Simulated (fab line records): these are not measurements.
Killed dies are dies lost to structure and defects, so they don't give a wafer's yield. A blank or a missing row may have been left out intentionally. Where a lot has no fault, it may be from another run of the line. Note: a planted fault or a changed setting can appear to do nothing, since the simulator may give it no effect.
Split-lot study + flow n5-finfet + on a route of 1938 steps: 7 lots, 39 wafers read

## ON THE SPLIT
At N5_BEOL_M9_ILD_DEP_00 (deposits SiCOH lowk from DEMS/porogen, target thk 308.51 nm, time 58 s), the setting time-s was moved away from the recipe's 58 s on 15 of the 39 wafers read, by -58.5% to +55.8%. All remaining wafers had this setting at the recipe value.

## FROM THE SPLIT ON TO THE READING: in between, the file shows 1 step
- N5_BEOL_M9_CURE_71: cures SiCOH lowk, time 240 s

## THE READING
Values of M9_ILD_THK in nm from N5_BEOL_M9_THK_MEAS_01. Fault-free wafers of this fab line usually give 267 nm, standard deviation 4.5 nm.

| wafer  | tool, chamber at the split | time-s as run, s | against the recipe | M9_ILD_THK, nm | against lot-mates on the recipe |
|--------|----------------------------|------------------|--------------------|----------------|---------------------------------|
| L076.2 | pecvd-02, 1                | 58               | recipe             | 265            | -                               |
| L076.3 | pecvd-02, 0                | 58               | recipe             | 261            | -                               |
| L076.5 | pecvd-02, 0                | 58               | recipe             | 266            | -                               |
| L080.1 | pecvd-03, 0                | 33.51            | -42.2%             | 147            | -118                            |
| L080.2 | pecvd-03, 1                | 58               | recipe             | 263            | -                               |
| L080.3 | pecvd-03, 2                | 58               | recipe             | 262            | -                               |
| L080.4 | pecvd-03, 0                | 33.51            | -42.2%             | 149            | -116                            |
| L080.5 | pecvd-03, 1                | 58               | recipe             | 270            | -                               |
| L080.6 | pecvd-03, 2                | 33.51            | -42.2%             | 151            | -114                            |
| L083.1 | pecvd-03, 2                | 79.43            | +36.9%             | 366            | +99                             |
| L083.2 | pecvd-03, 0                | 58               | recipe             | 261            | -                               |
| L083.3 | pecvd-03, 1                | 79.43            | +36.9%             | 367            | +100                            |
| L083.4 | pecvd-03, 0                | 79.43            | +36.9%             | 365            | +98                             |
| L083.5 | pecvd-03, 2                | 58               | recipe             | 269            | -                               |
| L083.6 | pecvd-03, 1                | 58               | recipe             | 272            | -                               |
| L085.1 | pecvd-03, 2                | 90.39            | +55.8%             | 418            | +147                            |
| L085.2 | pecvd-03, 1                | 90.39            | +55.8%             | 416            | +145                            |
| L085.3 | pecvd-03, 0                | 58               | recipe             | 263            | -                               |
| L085.4 | pecvd-03, 0                | 90.39            | +55.8%             | 421            | +150                            |
| L085.5 | pecvd-03, 2                | 58               | recipe             | 274            | -                               |
| L085.6 | pecvd-03, 1                | 58               | recipe             | 275            | -                               |
| L091.1 | pecvd-04, 0                | 58               | recipe             | 264            | -                               |
| L091.2 | pecvd-04, 1                | 58               | recipe             | 266            | -                               |
| L091.3 | pecvd-04, 2                | 85.81            | +47.9%             | 394            | +127                            |
| L091.4 | pecvd-04, 0                | 58               | recipe             | 271            | -                               |
| L091.5 | pecvd-04, 2                | 85.81            | +47.9%             | 402            | +135                            |
| L091.6 | pecvd-04, 1                | 85.81            | +47.9%             | 399            | +132                            |
| L090.1 | pecvd-02, 0                | 58               | recipe             | 258            | -                               |
| L090.2 | pecvd-02, 1                | 58               | recipe             | 257            | -                               |
| L090.3 | pecvd-02, 2                | 58               | recipe             | 263            | -                               |
| L090.4 | pecvd-02, 2                | 58               | recipe             | 268            | -                               |
| L090.5 | pecvd-02, 1                | 58               | recipe             | 262            | -                               |
| L090.6 | pecvd-02, 0                | 58               | recipe             | 258            | -                               |
| L092.1 | pecvd-04, 0                | 58               | recipe             | 265            | -                               |
| L092.2 | pecvd-04, 2                | 58               | recipe             | 267            | -                               |
| L092.3 | pecvd-04, 1                | 24.08            | -58.5%             | 112            | -156                            |
| L092.4 | pecvd-04, 0                | 24.08            | -58.5%             | 111            | -157                            |
| L092.5 | pecvd-04, 2                | 24.08            | -58.5%             | 116            | -152                            |
| L092.6 | pecvd-04, 1                | 58               | recipe             | 271            | -                               |

FIT RESULTS
A straight line over all 39 wafers: M9_ILD_THK changes by +2.71 nm for each +1% of time-s; r = +1.00; the points scatter about the line by 4.6 nm.
The same after taking each lot's own level away (the mean of its wafers on the recipe; 39 wafers): +2.68 nm for each +1%; r = +1.00; scatter 3.6 nm.
Per that fit: largest time-s move, reading shift of 1.6e+02 nm.
Measured against the standard deviation above, the lots' own levels, which go from 261.0 to 270.7 nm, span 2.1 times it.
The two slopes are in agreement: the lot-to-lot level therefore moves the slope only a little.
Check: -157 nm against its lot-mates is what the line predicts for one of the wafers moved furthest among these (-58.5%) when that wafer is left out of the fit. Against them it came out at -156 nm.

## THE WHOLE CHAIN: every reading that the file lists as answering this split, in the file's order
| step                   | what it does                                                           | reading                                                                                  | change (the file's fit)              | r (the file's) |
|------------------------|------------------------------------------------------------------------|------------------------------------------------------------------------------------------|--------------------------------------|----------------|
| N5_BEOL_M9_ILD_DEP_00  | deposits SiCOH lowk from DEMS/porogen, target thk 308.51 nm, time 58 s | SiCOH_lowk_of_BEOL_M9_ILD_DEP_00.thk-nm (the simulator's own value, which no gauge read) | +3.03 nm for each +1% of the setting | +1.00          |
| N5_BEOL_M9_CURE_71     | cures SiCOH lowk, time 240 s                                           | SiCOH_lowk_of_BEOL_M9_ILD_DEP_00.thk-nm (the simulator's own value, which no gauge read) | +2.68 nm for each +1% of the setting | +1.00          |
| N5_BEOL_M9_THK_MEAS_01 |                                                                        | M9_ILD_THK                                                                               | +2.68 for each +1% of the setting    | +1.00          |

## THE FILE'S OWN FIT
M9_ILD_THK changes by +2.68 nm for each +1% of time-s, r = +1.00.
